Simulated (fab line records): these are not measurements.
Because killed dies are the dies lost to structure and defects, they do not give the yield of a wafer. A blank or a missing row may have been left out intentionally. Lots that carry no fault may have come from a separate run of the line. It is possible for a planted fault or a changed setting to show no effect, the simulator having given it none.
fab line records	flow n5-finfet
record: lots: 7	wafers: 21
route steps=1938 shown MOL_CONTACT_COAG@593 BEOL_M0_SAQP@633 BEOL_M0_CUTY@705 BEOL_M0@715 BEOL_M2@860
start-h: hours from the record's opening day to when the first of the lot's shown wafers began	wait-h: time in hours since the lot's previous step	" identical to the entry in the row above	L1.1+2: a single row standing in for several wafers	- no value, or no start was given	* or withheld: withheld	< > ~ a bound
route shown NAME@n: a module of which the file shows steps, and the number in the route of the first	usual: mean and standard deviation over wafers with no fault	same: alike in all rows	chamber/n: place in a boat	sites: readings site by site	_std_site: standard deviation of those values	_edge_site: inner sites' mean taken away from outer sites' mean	radius-mm: for every site, how far away it sits from the centre of the wafer	mask NAME#n: copy n	behind: the last tool/chamber to shape the wafer	hold: the reason the lot was held/the length of the hold in hours/how it ended	device: the transistor (n, p or np) that didn't switch	end of line: the route-end tests of the same wafers	step lacking rows: just its recipe	killed: count of dies lost to structure and defects at first sort (not the wafer's yield)	map: shows each die of a wafer: x if killed, . if not, _ if none is there
set.NAME: the setting the step ran with; set.NAME@STEP: the setting that earlier step ran with	model.NAME: the simulator's own value behind a step, which no gauge read
lots where settings were altered on purpose, with a table for each step and a row for each wafer
== steps ==
step: N5_MOL_CONTACT_COAG_COAT_62
recipe: resist: SOC	temp-c: 250	time-s: 60	spin-rpm: 1500	resist-thk-nm: 60
lot.wafer	tool	chamber	start-h	wait-h	set.spin-rpm	model.SOC_of_MOL_CONTACT_COAG_COAT_62.thk-nm
L076.1	litho-track-04	0	116.71	0.0	1500	59.8
L076.2	"	0	"	"	1576	58.4
L076.4	"	0	"	"	1576	58.6
L079.2	litho-track-04	0	127.90	0.0	1500	60
L079.5	"	0	"	"	1559	59
L079.6	"	0	"	"	1559	58.8
L080.1	litho-track-03	0	135.87	0.0	1500	60.2
L080.4+6	"	0	"	"	1554	59.2
L092.4+6	litho-track-02	0	204.64	0.0	1500	60.2
L092.5	"	0	"	"	1500	60
L093.2+3+4	litho-track-04	0	215.52	0.0	1500	60.2
L094.4+5+6	litho-track-04	0	216.31	0.0	1500	60
L096.1+4	litho-track-04	0	232.30	0.0	1500	60.2
L096.2	"	0	"	"	1500	60
step: N5_MOL_CONTACT_COAG_COAT_63
recipe: resist: SiARC	temp-c: 220	time-s: 60	spin-rpm: 1500	resist-thk-nm: 10
step: N5_MOL_CONTACT_COAG_COAT_64
recipe: resist: underlayer	temp-c: 205	time-s: 60	spin-rpm: 1500	resist-thk-nm: 10
step: N5_MOL_CONTACT_COAG_ALD_133
recipe: material: SiO2	target-thk-a: 50	temp-c: 100	ald-precursor-family: BDEAS	ald-co-reactant: O2-plasma	pulse-time-s: 1	co-reactant-pulse-time-s: 1	purge-time-s: 2	co-reactant-purge-time-s: 2	ald-cycles: 35	pressure-torr: 2
step: N5_MOL_CONTACT_COAG_ETCHBACK_134
recipe: chemistry: CHF3	target: SiO2	target-depth-a: 100	time-s: 6.7	ion-energy-ev: 200	pressure-mtorr: 30	source-w: 610	bias-w: 170	Ar_flow_sccm: 200	CHF3_flow_sccm: 50
step: N5_MOL_CONTACT_COAG_ETCH_67
recipe: chemistry: N2/H2	target: SOC	target-depth-a: 600	overetch-a: 210	mask-material: SiARC	temp-c: 40	time-s: 101.2	ion-energy-ev: 200	pressure-mtorr: 30	source-w: 840	bias-w: 150	n2-flow-sccm: 200	h2-flow-sccm: 200
lot.wafer	tool	chamber	start-h	wait-h	set.spin-rpm@MOL_CONTACT_COAG_COAT_62	model.etch.depth-nm
L076.1	rie-diel-01	3	117.59	0.0	1500	59.83
L076.2	"	1	"	"	1576	58.44
L076.4	"	2	"	"	1576	58.53
L079.2	rie-diel-06	2	128.73	0.0	1500	60
L079.5	"	3	"	"	1559	58.96
L079.6	"	2	"	"	1559	58.79
L080.1	rie-diel-02	3	136.75	0.0	1500	60.11
L080.4	"	1	"	"	1554	59.11
L080.6	"	3	"	"	1554	59.12
L092.4	rie-diel-06	2	205.52	0.0	1500	60.14
L092.5	"	1	"	"	1500	59.99
L092.6	"	2	"	"	1500	60.29
L093.2	rie-diel-01	2	216.83	0.0	1500	60.15
L093.3	"	3	"	"	1500	60.14
L093.4	"	0	"	"	1500	60.1
L094.4	rie-diel-01	3	217.83	0.0	1500	60
L094.5	"	2	"	"	1500	60.03
L094.6	"	1	"	"	1500	59.96
L096.1	rie-diel-06	1	233.52	0.0	1500	60.1
L096.2	"	2	"	"	1500	59.96
L096.4	"	3	"	"	1500	60.2
step: N5_MOL_CONTACT_COAG_STRIP_68
recipe: chemistry: N2/H2	temp-c: 40	n2-flow-sccm: 200	h2-flow-sccm: 200	rf-frequency-hz: 6e+07
step: N5_MOL_CONTACT_COAG_STRIP_69
recipe: chemistry: N2/H2	temp-c: 40	n2-flow-sccm: 200	h2-flow-sccm: 200	rf-frequency-hz: 6e+07
step: N5_MOL_CONTACT_COAG_ETCHBACK_136
recipe: chemistry: CHF3	target: SiO2	target-depth-a: 250	time-s: 16.7	ion-energy-ev: 200	pressure-mtorr: 30	source-w: 610	bias-w: 170	Ar_flow_sccm: 200	CHF3_flow_sccm: 50
lot.wafer	tool	chamber	start-h	wait-h	set.spin-rpm@MOL_CONTACT_COAG_COAT_62	model.SOC_of_MOL_CONTACT_COAG_COAT_62.thk-nm
L076.1	rie-diel-01	3	117.68	0.0	1500	57
L076.2+4	"	1,2	"	"	1576	55.8
L079.2	rie-diel-06	2	128.83	0.0	1500	57.2
L079.5	"	3	"	"	1559	56.2
L079.6	"	2	"	"	1559	56
L080.1	rie-diel-02	3	136.84	0.0	1500	57.4
L080.4+6	"	1,3	"	"	1554	56.4
L092.4	rie-diel-06	2	205.61	0.0	1500	57.4
L092.5	"	1	"	"	1500	57.2
L092.6	"	2	"	"	1500	57.6
L093.2+3	rie-diel-01	2,3	216.92	0.0	1500	57.4
L093.4	"	0	"	"	1500	57.2
L094.4+6	rie-diel-01	3,1	217.92	0.0	1500	57.2
L094.5	"	2	"	"	1500	57.4
L096.1	rie-diel-06	1	233.61	0.0	1500	57.4
L096.2	"	2	"	"	1500	57.2
L096.4	"	3	"	"	1500	57.6
step: N5_MOL_CONTACT_COAG_STRIP_120
recipe: chemistry: CHF3	resist: SiARC	rf-frequency-hz: 6e+07
step: N5_MOL_CONTACT_COAG_VIA_ETCH_117
recipe: chemistry: C4F6/O2	target-depth-a: 400	overetch-a: 80	mask-material: SOC	target: SiO2	bias-w: 455	pressure-mtorr: 10	time-s: 26	source-w: 325	Ar_flow_sccm: 300	C4F6_flow_sccm: 10	O2_flow_sccm: 10	ion-energy-ev: 575.3	ends: end-point
lot.wafer	tool	chamber	start-h	wait-h	set.spin-rpm@MOL_CONTACT_COAG_COAT_62	model.SOC_of_MOL_CONTACT_COAG_COAT_62.thk-nm
L076.1	rie-diel-01	3	117.71	0.0	1500	51.2
L076.2+4	"	1,2	"	"	1576	50
L079.2	rie-diel-06	2	128.86	0.0	1500	51.4
L079.5	"	3	"	"	1559	50.6
L079.6	"	2	"	"	1559	50.2
L080.1	rie-diel-02	3	136.87	0.0	1500	51.6
L080.4+6	"	1,3	"	"	1554	50.6
L092.4+5+6	rie-diel-06	2,1,2	205.64	0.0	1500	51.6
L093.2	rie-diel-01	2	216.95	0.0	1500	51.8
L093.3+4	"	3,0	"	"	1500	51.4
L094.4+6	rie-diel-01	3,1	217.95	0.0	1500	51.4
L094.5	"	2	"	"	1500	51.6
L096.1	rie-diel-06	1	233.65	0.0	1500	51.6
L096.2	"	2	"	"	1500	51.4
L096.4	"	3	"	"	1500	52
step: N5_BEOL_M0_SAQP_ILD_DEP_01
recipe: material: SiOC	target-thk-a: 454.19	temp-c: 350	precursor: DEMS/O2	pressure-torr: 5	rf-w: 500	time-s: 8.7
lot.wafer	tool	chamber	start-h	wait-h	set.time-s	model.SiOC_of_BEOL_M0_SAQP_ILD_DEP_01.thk-nm
L076.1	pecvd-01	1	122.22	0.0	9.6	49.6
L076.2	"	2	"	"	8.7	44.2
L076.4	"	2	"	"	9.6	50
L079.2	pecvd-01	1	135.91	0.0	8.7	44.6
L079.5	"	2	"	"	8.7	44.4
L079.6	"	1	"	"	8.7	44.8
L080.1	pecvd-02	2	141.38	0.0	8.303	43
L080.4	"	2	"	"	8.7	45.8
L080.6	"	0	"	"	8.7	46.4
L092.4+6	pecvd-01	0,1	212.48	0.0	8.7	44.8
L092.5	"	2	"	"	7.565	38.8
L093.2	pecvd-03	2	221.49	0.0	8.7	45.6
L093.3	"	1	"	"	9.885	51.4
L093.4	"	0	"	"	8.7	45.8
L094.4	pecvd-03	1	224.52	0.0	8.7	46.2
L094.5	"	1	"	"	8.7	45.4
L094.6	"	2	"	"	8.7	46
L096.1	pecvd-02	2	238.16	0.0	9.687	50.2
L096.2	"	1	"	"	8.7	45.4
L096.4	"	2	"	"	9.687	50.4
step: N5_BEOL_M0_SAQP_PECVD_04
recipe: material: a-Si	target-thk-a: 600	temp-c: 350	precursor: SiH4/He	pressure-torr: 3	rf-w: 100	time-s: 60.2
lot.wafer	tool	chamber	start-h	wait-h	set.time-s	model.a-Si_of_BEOL_M0_SAQP_PECVD_04.thk-nm
L076.1	pecvd-02	0	123.07	0.0	60.2	59.8
L076.2	"	1	"	"	68.72	67.6
L076.4	"	0	"	"	68.72	70
L079.2	pecvd-01	2	136.20	0.0	52.27	51.6
L079.5	"	0	"	"	52.27	52.2
L079.6	"	2	"	"	60.2	60.6
L080.1	pecvd-02	2	142.67	0.0	60.2	60
L080.4	"	1	"	"	60.2	59.8
L080.6	"	2	"	"	66.65	67.6
L092.4+5+6	pecvd-02	2,1,0	213.02	0.0	60.2	60
L093.2	pecvd-03	2	222.09	0.0	68.02	67.6
L093.3+4	"	2,1	"	"	60.2	59.8
L094.4	pecvd-03	2	226.32	0.1	60.2	60.4
L094.5+6	"	1,2	"	"	60.2	59.8
L096.1	pecvd-01	1	238.92	0.0	53.65	53.4
L096.2	"	0	"	"	60.2	60.8
L096.4	"	2	"	"	60.2	60.2
step: N5_BEOL_M0_SAQP_THK_MEAS_05
usual: thk-nm: 59.8/0.78
lot.wafer	tool	chamber	start-h	wait-h	set.time-s@BEOL_M0_SAQP_PECVD_04	thk-nm
L076.1	film-metro-01	-	123.16	0.1	60.2	59.7
L076.2	"	-	"	"	68.72	67.7
L076.4	"	-	"	"	68.72	70.0
L079.2	film-metro-01	-	136.30	0.1	52.27	51.6
L079.5	"	-	"	"	52.27	52.3
L079.6	"	-	"	"	60.2	60.6
L080.1	film-metro-02	-	142.76	0.1	60.2	60.0
L080.4	"	-	"	"	60.2	59.9
L080.6	"	-	"	"	66.65	67.6
L092.4	film-metro-01	-	213.09	0.0	60.2	60.1
L092.5	"	-	"	"	60.2	60.1
L092.6	"	-	"	"	60.2	60.0
L093.2	film-metro-02	-	222.22	0.1	68.02	67.5
L093.3	"	-	"	"	60.2	59.9
L093.4	"	-	"	"	60.2	59.9
L094.4	film-metro-02	-	226.42	0.1	60.2	60.4
L094.5	"	-	"	"	60.2	59.8
L094.6	"	-	"	"	60.2	59.9
L096.1	film-metro-02	-	239.02	0.1	53.65	53.3
L096.2	"	-	"	"	60.2	60.9
L096.4	"	-	"	"	60.2	60.2
step: N5_BEOL_M0_SAQP_HM_DEP_111
recipe: material: SiO2	target-thk-a: 120	temp-c: 400	precursor: SiH4/N2O	pressure-torr: 0.75	rf-w: 275	time-s: 7.2
step: N5_BEOL_M0_SAQP_COAT_81
recipe: resist: SOC	temp-c: 250	time-s: 60	spin-rpm: 1500	resist-thk-nm: 100
step: N5_BEOL_M0_SAQP_HM_OPEN_112
recipe: chemistry: CHF3/O2	target: SiO2	stop-on: a-Si	target-depth-a: 120	over-etch-frac: 1.25	mask-material: SOC	time-s: 13.5	pressure-mtorr: 30	source-w: 650	bias-w: 170	Ar_flow_sccm: 200	CHF3_flow_sccm: 50	O2_flow_sccm: 5	ion-energy-ev: 200	ends: end-point
step: N5_BEOL_M0_SAQP_STRIP_113
recipe: chemistry: CHF3/O2	resist: SiARC	rf-frequency-hz: 6e+07
step: N5_BEOL_M0_SAQP_MANDREL_ETCH_20
recipe: target-depth-a: 600	chemistry: HBr/Cl2	target: a-Si	stop-on: SiNx	bt-time-s: 10	mask-material: SOC	over-etch-frac: 0.5	time-s: 30	pressure-mtorr: 10	icp-w: 800	bias-w: 75	HBr_flow_sccm: 150	Cl2_flow_sccm: 80	ends: end-point
usual: oes-product-au: 0.775/0.013
lot.wafer	tool	chamber	start-h	wait-h	set.time-s@BEOL_M0_SAQP_PECVD_04	oes-product-au	model.etch.depth-nm
L076.1	rie-si-01	3	123.89	0.0	60.2	0.775	59.69
L076.2	"	1	"	"	68.72	0.830	67.67
L076.4	"	2	"	"	68.72	0.841	70
L079.2	rie-si-06	1	137.14	0.0	52.27	0.731	51.53
L079.5	"	2	"	"	52.27	0.704	52.24
L079.6	"	1	"	"	60.2	0.796	60.58
L080.1	rie-si-06	3	143.64	0.0	60.2	0.763	60
L080.4	"	1	"	"	60.2	0.788	59.9
L080.6	"	2	"	"	66.65	0.818	67.55
L092.4	rie-si-03	0	213.93	0.0	60.2	0.795	60.07
L092.5	"	1	"	"	60.2	0.775	60.07
L092.6	"	2	"	"	60.2	0.781	59.88
L093.2	rie-si-03	1	222.94	0.0	68.02	0.842	67.52
L093.3	"	3	"	"	60.2	0.762	59.77
L093.4	"	3	"	"	60.2	0.765	59.78
L094.4	rie-si-03	1	228.37	0.1	60.2	0.785	60.39
L094.5	"	0	"	"	60.2	0.786	59.74
L094.6	"	3	"	"	60.2	0.762	59.86
L096.1	rie-si-06	0	239.76	0.0	53.65	0.721	53.35
L096.2	"	2	"	"	60.2	0.758	60.79
L096.4	"	3	"	"	60.2	0.770	60.11
step: N5_BEOL_M0_CUTY_EXPOSE_54
recipe: mask-id: M0_ABLK	na: 1.35	source-shape: conventional	sigma-outer: 0.8	polarization: unpolarized	dose-mj: 36
lot.wafer	tool	chamber	start-h	wait-h	mask	set.dose-mj
L076.1+4	arfi-scanner-03	0	128.84	-	M0_ABLK#0	36
L076.2	"	0	"	"	M0_ABLK#0	34.32
L079.2+5	arfi-scanner-01	0	141.90	-	M0_ABLK#0	34.27
L079.6	"	0	"	"	M0_ABLK#0	36
L080.1+6	arfi-scanner-02	0	149.19	-	M0_ABLK#0	37.53
L080.4	"	0	"	"	M0_ABLK#0	36
L092.4+5+6	arfi-scanner-03	0	220.29	-	M0_ABLK#0	36
L093.2+4	arfi-scanner-03	0	227.66	-	M0_ABLK#0	36
L093.3	"	0	"	"	M0_ABLK#0	37.35
L094.4+5+6	arfi-scanner-01	0	233.72	-	M0_ABLK#0	36
L096.1+2+4	arfi-scanner-03	0	245.12	-	M0_ABLK#0	36
step: N5_BEOL_M0_CUTY_PEB_55
recipe: peb-temp-c: 110	peb-time-s: 60	resist: CAR-ArF-block
step: N5_BEOL_M0_CUTY_DEVELOP_56
recipe: develop-time-s: 30	developer: TMAH	resist: CAR-ArF-block	rinse-liquid: diw	dry: air-spin	dev-temp-c: 23
step: N5_BEOL_M0_CUTY_CD_MEAS_57
recipe: target-cd-nm: 200	landing-energy-ev: 500	detector: se-inlens	polarity: line
usual: cd-nm: 199.8/0.92
lot.wafer	tool	chamber	start-h	wait-h	set.dose-mj@BEOL_M0_CUTY_EXPOSE_54	cd-nm
L076.1	cd-sem-03	0	128.97	-	36	199.7
L076.2	"	0	"	"	34.32	203.1
L076.4	"	0	"	"	36	199.3
L079.2	cd-sem-01	0	142.02	-	34.27	203.9
L079.5	"	0	"	"	34.27	203.0
L079.6	"	0	"	"	36	200.0
L080.1	cd-sem-01	0	149.31	-	37.53	197.8
L080.4	"	0	"	"	36	199.9
L080.6	"	0	"	"	37.53	198.6
L092.4	cd-sem-02	0	220.40	-	36	199.7
L092.5	"	0	"	"	36	197.7
L092.6	"	0	"	"	36	198.7
L093.2	cd-sem-01	0	227.78	-	36	198.6
L093.3	"	0	"	"	37.35	196.0
L093.4	"	0	"	"	36	199.1
L094.4	cd-sem-01	0	233.83	-	36	198.7
L094.5	"	0	"	"	36	200.3
L094.6	"	0	"	"	36	200.0
L096.1	cd-sem-02	0	245.25	-	36	198.9
L096.2	"	0	"	"	36	199.9
L096.4	"	0	"	"	36	198.9
step: N5_BEOL_M0_ETCH_138
recipe: chemistry: CH3F/O2	target-depth-a: 120	target: SiCN	time-s: 31.6	ion-energy-ev: 120	pressure-mtorr: 30	source-w: 395	bias-w: 75	Ar_flow_sccm: 150	CH3F_flow_sccm: 30	O2_flow_sccm: 20	ends: cleared
usual: rf-vpp-V: 297.9/1.4
lot.wafer	tool	chamber	start-h	wait-h	set.source-w	rf-vpp-V
L076.1	rie-diel-01	0	129.45	0.0	356.5	310.8
L076.2	"	1	"	"	356.5	307.0
L076.4	"	3	"	"	395	301.3
L079.2	rie-diel-06	2	142.58	0.0	395	296.1
L079.5	"	1	"	"	433.1	289.1
L079.6	"	2	"	"	395	297.1
L080.1	rie-diel-06	0	150.12	0.0	367.3	305.1
L080.4	"	3	"	"	395	296.3
L080.6	"	1	"	"	395	298.4
L092.4	rie-diel-02	2	220.87	0.0	455.1	285.1
L092.5	"	3	"	"	395	297.8
L092.6	"	1	"	"	395	298.9
L093.2	rie-diel-01	0	228.07	0.0	395	299.1
L093.3	"	1	"	"	417.8	290.2
L093.4	"	0	"	"	417.8	295.5
L094.4	rie-diel-06	2	234.12	0.0	395	295.7
L094.5	"	1	"	"	395	298.9
L094.6	"	0	"	"	395	296.0
L096.1	rie-diel-06	2	245.77	0.0	353.7	306.7
L096.2	"	1	"	"	395	296.3
L096.4	"	0	"	"	395	295.6
step: N5_BEOL_M0_ETCH_109
recipe: chemistry: CH3F/O2	target-depth-a: 80	overetch-a: 24	target: SiCN	time-s: 27.4	ion-energy-ev: 120	pressure-mtorr: 30	source-w: 395	bias-w: 75	Ar_flow_sccm: 150	CH3F_flow_sccm: 30	O2_flow_sccm: 20
usual: rf-vpp-V: 297.8/1.3
lot.wafer	tool	chamber	start-h	wait-h	set.bias-w	rf-vpp-V
L076.1	rie-diel-01	0	132.13	0.0	75	299.8
L076.2	"	3	"	"	75	301.0
L076.4	"	1	"	"	75	296.8
L079.2	rie-diel-02	1	145.91	0.0	78.64	308.2
L079.5	"	0	"	"	75	298.1
L079.6	"	1	"	"	78.64	307.2
L080.1	rie-diel-01	1	152.10	0.0	75	297.4
L080.4	"	2	"	"	75	297.8
L080.6	"	0	"	"	75	300.1
L092.4	rie-diel-02	2	222.68	0.3	75	297.2
L092.5	"	3	"	"	75	299.4
L092.6	"	1	"	"	75	298.8
L093.2	rie-diel-01	0	229.78	0.0	86.87	328.0
L093.3	"	2	"	"	75	299.1
L093.4	"	3	"	"	86.87	327.7
L094.4	rie-diel-02	0	238.27	0.0	75	297.5
L094.5	"	0	"	"	75	298.4
L094.6	"	3	"	"	75	298.5
L096.1	rie-diel-02	1	248.12	0.2	75	298.7
L096.2	"	3	"	"	75	297.5
L096.4	"	0	"	"	75	298.4
step: N5_BEOL_M2_ETCH_64
recipe: chemistry: N2/H2	target: SOC	target-depth-a: 750	overetch-a: 225	mask-material: SiARC	temp-c: 40	time-s: 121.9	ion-energy-ev: 200	pressure-mtorr: 30	source-w: 840	bias-w: 150	n2-flow-sccm: 200	h2-flow-sccm: 200
lot.wafer	tool	chamber	start-h	wait-h	set.time-s	model.SiARC_of_BEOL_M2_COAT_62.thk-nm
L076.1	rie-diel-06	3	146.64	0.0	104.8	7
L076.2	"	2	"	"	121.9	6.2
L076.4	"	0	"	"	104.8	6.8
L079.2	rie-diel-02	0	163.44	0.0	136.4	5.6
L079.5	"	2	"	"	121.9	6
L079.6	"	3	"	"	121.9	6.4
L080.1+4	rie-diel-01	0,3	171.66	0.0	121.9	6.2
L080.6	"	0	"	"	107.4	7
L092.4+5	rie-diel-02	2	243.22	0.0	121.9	6
L092.6	"	3	"	"	121.9	6.4
L093.2	rie-diel-02	3	251.28	0.0	121.9	6.4
L093.3+4	"	2,0	"	"	100.7	7.2
L094.4	rie-diel-01	3	262.36	0.1	121.9	6
L094.5+6	"	0,1	"	"	121.9	6.2
L096.1	rie-diel-01	3	267.30	0.0	121.9	6.2
L096.2	"	1	"	"	121.9	6.4
L096.4	"	1	"	"	106.4	7
step: N5_BEOL_M2_COAT_76
recipe: resist: underlayer	temp-c: 205	time-s: 60	spin-rpm: 1500	resist-thk-nm: 5
lot.wafer	tool	chamber	start-h	wait-h	set.spin-rpm
L076.1+2+4	litho-track-05	0	-	-	1500
L079.2+5+6	litho-track-05	0	-	-	1500
L080.1+6	litho-track-05	0	-	-	1500
L080.4	"	0	"	"	1456
L092.4+5	litho-track-04	0	-	-	1384
L092.6	"	0	"	"	1500
L093.2+3	litho-track-01	0	-	-	1500
L093.4	"	0	"	"	1547
L094.4+5+6	litho-track-04	0	-	-	1500
L096.1	litho-track-01	0	-	-	1394
L096.2+4	"	0	"	"	1500
step: N5_BEOL_M2_COAT_22
recipe: resist: CAR-EUV	spin-rpm: 1500	resist-thk-nm: 30
step: N5_BEOL_M2_EBR_24
recipe: solvent: PGMEA	ebr-width-mm: 1.5
step: N5_BEOL_M2_DESCUM_33
recipe: chemistry: O2	time-s: 7	source-power-w: 50	bias-power-w: 20	pressure-mtorr: 20	rf-frequency-hz: 2.712e+07	temp-c: 40	resist: CAR-EUV	o2-flow-sccm: 225
step: N5_BEOL_M2_ETCH_77
recipe: chemistry: N2/H2	target: underlayer	target-depth-a: 65	mask-material: CAR-EUV	time-s: 5.2	ion-energy-ev: 200	pressure-mtorr: 30	source-w: 840	bias-w: 150	n2-flow-sccm: 200	h2-flow-sccm: 200	ends: cleared
lot.wafer	tool	chamber	start-h	wait-h	set.spin-rpm@BEOL_M2_COAT_76	model.etch.depth-nm
L076.1	rie-diel-01	1	147.47	0.0	1500	5.013
L076.2	"	0	"	"	1500	5.012
L076.4	"	2	"	"	1500	5.019
L079.2	rie-diel-01	1	164.41	0.0	1500	5.011
L079.5	"	3	"	"	1500	5.01
L079.6	"	0	"	"	1500	5.02
L080.1	rie-diel-01	0	172.82	0.0	1500	4.979
L080.4	"	2	"	"	1456	5.062
L080.6	"	3	"	"	1500	4.985
L092.4	rie-diel-06	3	244.22	0.0	1384	5.205
L092.5	"	3	"	"	1384	5.183
L092.6	"	2	"	"	1500	4.99
L093.2	rie-diel-01	3	252.83	0.0	1500	4.988
L093.3	"	1	"	"	1500	4.998
L093.4	"	0	"	"	1547	4.92
L094.4	rie-diel-06	1	263.26	0.0	1500	5.019
L094.5	"	2	"	"	1500	4.999
L094.6	"	3	"	"	1500	5.005
L096.1	rie-diel-06	2	268.25	0.0	1394	5.198
L096.2	"	1	"	"	1500	5.011
L096.4	"	3	"	"	1500	5.017
== key ==
split: step: N5_MOL_CONTACT_COAG_COAT_62	setting: spin-rpm	stated: 1500	by: wafer
response: step: N5_MOL_CONTACT_COAG_COAT_62	reading: model.SOC_of_MOL_CONTACT_COAG_COAT_62.thk-nm	change: -0.268	per: 1%	r: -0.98
response: step: N5_MOL_CONTACT_COAG_ETCH_67	reading: model.etch.depth-nm	change: -0.274	per: 1%	r: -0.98
response: step: N5_MOL_CONTACT_COAG_ETCHBACK_136	reading: model.SOC_of_MOL_CONTACT_COAG_COAT_62.thk-nm	change: -0.259	per: 1%	r: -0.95
response: step: N5_MOL_CONTACT_COAG_VIA_ETCH_117	reading: model.SOC_of_MOL_CONTACT_COAG_COAT_62.thk-nm	change: -0.252	per: 1%	r: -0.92
split: step: N5_BEOL_M0_SAQP_ILD_DEP_01	setting: time-s	stated: 8.7	by: wafer
response: step: N5_BEOL_M0_SAQP_ILD_DEP_01	reading: model.SiOC_of_BEOL_M0_SAQP_ILD_DEP_01.thk-nm	change: +0.463	per: 1%	r: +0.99
split: step: N5_BEOL_M0_SAQP_PECVD_04	setting: time-s	stated: 60.2	by: wafer
response: step: N5_BEOL_M0_SAQP_PECVD_04	reading: model.a-Si_of_BEOL_M0_SAQP_PECVD_04.thk-nm	change: +0.648	per: 1%	r: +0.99
response: step: N5_BEOL_M0_SAQP_THK_MEAS_05	reading: thk-nm	change: *	per: 1%	r: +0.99
response: step: N5_BEOL_M0_SAQP_MANDREL_ETCH_20	reading: oes-product-au	change: +0.00494	per: 1%	r: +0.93
response: step: N5_BEOL_M0_SAQP_MANDREL_ETCH_20	reading: model.etch.depth-nm	change: +0.649	per: 1%	r: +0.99
split: step: N5_BEOL_M0_CUTY_EXPOSE_54	setting: dose-mj	stated: 36	by: wafer
response: step: N5_BEOL_M0_CUTY_CD_MEAS_57	reading: cd-nm	change: -0.667	per: 1%	r: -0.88
split: step: N5_BEOL_M0_ETCH_138	setting: source-w	stated: 395	by: wafer
response: step: N5_BEOL_M0_ETCH_138	reading: rf-vpp-V	change: -0.9	per: 1%	r: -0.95
split: step: N5_BEOL_M0_ETCH_109	setting: bias-w	stated: 75	by: wafer
response: step: N5_BEOL_M0_ETCH_109	reading: rf-vpp-V	change: +1.83	per: 1%	r: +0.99
split: step: N5_BEOL_M2_ETCH_64	setting: time-s	stated: 121.9	by: wafer
response: step: N5_BEOL_M2_ETCH_64	reading: model.SiARC_of_BEOL_M2_COAT_62.thk-nm	change: -0.0522	per: 1%	r: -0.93
split: step: N5_BEOL_M2_COAT_76	setting: spin-rpm	stated: 1500	by: wafer
response: step: N5_BEOL_M2_ETCH_77	reading: model.etch.depth-nm	change: -0.026	per: 1%	r: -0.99
